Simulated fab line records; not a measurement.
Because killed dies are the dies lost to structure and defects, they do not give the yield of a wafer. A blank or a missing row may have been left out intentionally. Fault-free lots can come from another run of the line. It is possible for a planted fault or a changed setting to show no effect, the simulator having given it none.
A struck lot beside a sound one | flow nand-harc | 16 out of 1302 route steps
Sound: these wafers, L227.1, L227.3, L227.4. The struck wafers were L224.1, L224.4, L224.5. The cause comes at the end.
Order at every step that has rows: each side's tool, ch and its chambers, its first start. Under that, the readings that differ: sound wafers | struck wafers | difference of the means | sigmas: that difference in standard deviations of wafers without a fault.
alike: readings whose means differ by less than 2 such deviations, and words and numbers that are the same on both sides. not compared: withheld readings, readings that some wafer has no value for, bounds like >300 that may hide the same value, and numbers for which the record gives no deviation and whose values overlap.
The two part at a step that has a row with sigmas, a row that says differs or no value, or rows on one side only. When numbers do not overlap yet have no deviation, they are printed without sigmas and do not part them. Lack of a reading on every wafer of one side parts them only where that side has two or more wafers.

NHARC_A_ONON_D2_THK_MEAS_02: measures by ellipsometry.
  sound on film-metro-01, day 18 12:54; struck on film-metro-01, day 17 02:13
  alike: thk-nm
then, 1 step without rows for these wafers: NHARC_A_ONON_D2_DEP_03 (target thk 1000 nm).
NHARC_A_ONON_D2_THK_MEAS_05: measures by ellipsometry.
  sound on film-metro-02, day 18 13:28; struck on film-metro-01, day 17 02:47
  alike: thk-nm
then, 1 step without rows for these wafers: NHARC_A_ONON_D2_DEP_06 (target thk 1000 nm).
NHARC_A_ONON_D2_THK_MEAS_08: measures by ellipsometry.
  sound on film-metro-02, day 18 14:02; struck on film-metro-01, day 17 03:22
  reading     | sound          | struck      | difference | sigmas
  thk-nm (nm) | 1025 1024 1024 | 982 980 982 | -43        | -4
then, 1 step without rows for these wafers: NHARC_A_ONON_D2_DEP_09 (target thk 1000 nm).
NHARC_A_ONON_D2_THK_MEAS_11: measures by ellipsometry.
  sound on film-metro-02, day 18 14:35; struck on film-metro-01, day 17 03:55
  reading     | sound       | struck         | difference | sigmas
  thk-nm (nm) | 989 987 986 | 1027 1027 1025 | +39        | +4
then, 1 step without rows for these wafers: NHARC_A_ONON_D2_DEP_12 (target thk 1000 nm).
NHARC_A_ONON_D2_THK_MEAS_14: measures by ellipsometry.
  sound on film-metro-02, day 18 15:10; struck on film-metro-02, day 17 04:29
  alike: thk-nm
then, 2 steps without rows for these wafers: NHARC_A_ONON_D2_ANNEAL_15 (time 3600 s); NHARC_A_ONON_D2_DEP_16 (target thk 1000 nm).
NHARC_A_ONON_D2_THK_MEAS_18: measures by ellipsometry.
  sound on film-metro-01, day 18 22:52; struck on film-metro-01, day 17 12:14
  alike: thk-nm
NHARC_A_ONON_D2_DEP_19: target thk 1000 nm.
  sound on pecvd-onon-01 ch 0, day 18 22:55; struck on pecvd-onon-03 ch 0, day 17 12:17
NHARC_A_ONON_D2_THK_MEAS_21: measures by ellipsometry.
  sound on film-metro-02, day 18 23:25; struck on film-metro-01, day 17 12:48
  reading     | sound          | struck         | difference | sigmas
  thk-nm (nm) | 1010 1011 1010 | 1672 1674 1671 | +662       | +55
then, 1 step without rows for these wafers: NHARC_A_ONON_D2_DEP_22 (target thk 1000 nm).
-- the record jumps here: 12 days lie between the struck wafers' starts before and after (it left off in module A_ONON_D2 and takes up again in module END, whose first step shown is number 1302 of the route) --
NHARC_END_SORT_01:
  only the struck wafers appear in the record here, on prober-01 ch 0 at day 29 11:13; the sound ones have no rows

== WHERE THEY PART ==
At NHARC_A_ONON_D2_THK_MEAS_08 first; at NHARC_END_SORT_01 last (within this record only).

WHY: what the simulator had put in
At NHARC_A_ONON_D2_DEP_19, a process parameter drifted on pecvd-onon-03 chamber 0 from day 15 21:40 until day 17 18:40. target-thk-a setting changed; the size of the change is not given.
